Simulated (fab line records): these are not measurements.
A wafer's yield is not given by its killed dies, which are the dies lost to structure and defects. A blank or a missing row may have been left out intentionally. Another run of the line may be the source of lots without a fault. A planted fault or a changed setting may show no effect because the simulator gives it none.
Comparing a struck lot with a sound one	flow n5 finfet	19 out of 1938 route steps
Sound: wafers L626.2, L626.4, L626.5. Wafers L636.2, L636.3, L636.5 were the ones struck. The cause comes at the end.
For every step that has rows: the tool of each side, followed by ch and its chambers, followed by its first start. Under that, the readings that differ: sound wafers	struck wafers	difference of the means	sigmas: that difference in standard deviations of wafers without a fault.
alike: same words and numbers on both sides, and readings whose means sit less than 2 such deviations apart. not compared: any withheld reading, any reading some wafer has no value for, any bound like >300 that may hide the same value, and any number with overlapping values for which the record gives no deviation.
Wherever a step has rows on one side only, a row that says differs or no value, or a row with sigmas, the two part there. Non-overlapping numbers with no deviation appear without sigmas and do not part them. Lack of a reading on every wafer of one side parts them only where that side has two or more wafers.

N5_PASSIVATION_AL_ETCH_33: etches Al in Cl2/BCl3, stops on TaN, target depth 2800 nm, time 466.7 s.
  sound on rie metal-03 ch 0,1, day 14 02:20; struck on rie metal-01 ch 0, day 16 05:20
  alike: drypump motor current A, oes product au, throttle valve pct
  not compared: rf hours counter h
N5_PASSIVATION_ETCH_59: etches TaN in Cl2/BCl3, target depth 65 nm, time 34.9 s.
  sound on rie metal-03 ch 0,1, day 14 02:44; struck on rie metal-01 ch 0, day 16 06:02
  alike: drypump motor current A, oes product au, throttle valve pct
  not compared: rf hours counter h
N5_PASSIVATION_STRIP_34: strips in O2.
  sound on rie diel-05 ch 1,3, day 14 02:52; struck on rie diel-04 ch 0,2, day 16 06:13
  alike: drypump motor current A, oes product au, rf vpp V, showerhead plenum p Torr, throttle valve pct
  not compared: rf hours counter h
then, 4 steps without rows for these wafers: N5_PASSIVATION_STRIP_51 (strips in post etch residue remover, time 1200 s); N5_PASSIVATION_CLEAN_69 (cleans in IPA, time 180 s); N5_PASSIVATION_SRD_70 (time 30 s); N5_PASSIVATION_PECVD_53 (deposits SiO2 from TEOS/O2, target thk 800 nm, time 169.4 s).
N5_PASSIVATION_PECVD_35: deposits SiNx from SiH4/NH3/N2, target thk 700 nm, time 151.3 s.
  sound on pecvd-02 ch 0,2, day 14 03:28; struck on pecvd-04 ch 1,2, day 16 06:50
  alike: heater power w, showerhead plenum p Torr, throttle valve pct
then, 4 steps without rows for these wafers: N5_PASSIVATION_HMDS_37 (time 60 s); N5_PASSIVATION_COAT_38; N5_PASSIVATION_EBR_40; N5_PASSIVATION_SOFTBAKE_39 (time 120 s).
N5_PASSIVATION_EXPOSE_41: exposes mask PASS OPEN, defocus 0 nm, target cd 40000 nm.
  sound on krf scanner-02 ch 0, day 14 03:44; struck on krf scanner-02 ch 0, day 16 07:06
reading	sound	struck	difference	sigmas
exposure dose mJ cm2	57.16 57.26 57.29	55.26 55.24 55.30	-1.97	-38
  alike: mask, stage vel mm s
then, 3 steps without rows for these wafers: N5_PASSIVATION_PEB_42; N5_PASSIVATION_DEVELOP_43 (develop time 60 s); N5_PASSIVATION_HARDBAKE_45 (time 120 s).
N5_PASSIVATION_CD_MEAS_44: target cd 40000 nm.
  sound on cd sem-03 ch 0, day 14 03:54; struck on cd sem-02 ch 0, day 16 07:17
reading	sound	struck	difference	sigmas
cd nm (nm)	39996 39997 39998	39987 39984 39981	-13	-4
N5_PASSIVATION_OVL_MEAS_66:
  sound on overlay-01 ch 0, day 14 03:56; struck on overlay-01 ch 0, day 16 07:19
  alike: PASS_OPEN_OVL
N5_PASSIVATION_PROBE_49:
  only the struck wafers here have rows in the record (prober-02, day 16 10:41); the sound ones have none

WHERE THEY PART
Earliest at N5_PASSIVATION_EXPOSE_41; latest, in this record, at N5_PASSIVATION_PROBE_49.

WHY: what had been put in by the simulator
Process parameters drifting: krf scanner-02 at N5_PASSIVATION_EXPOSE_41, beginning at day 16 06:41. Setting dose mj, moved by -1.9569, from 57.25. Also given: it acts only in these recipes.
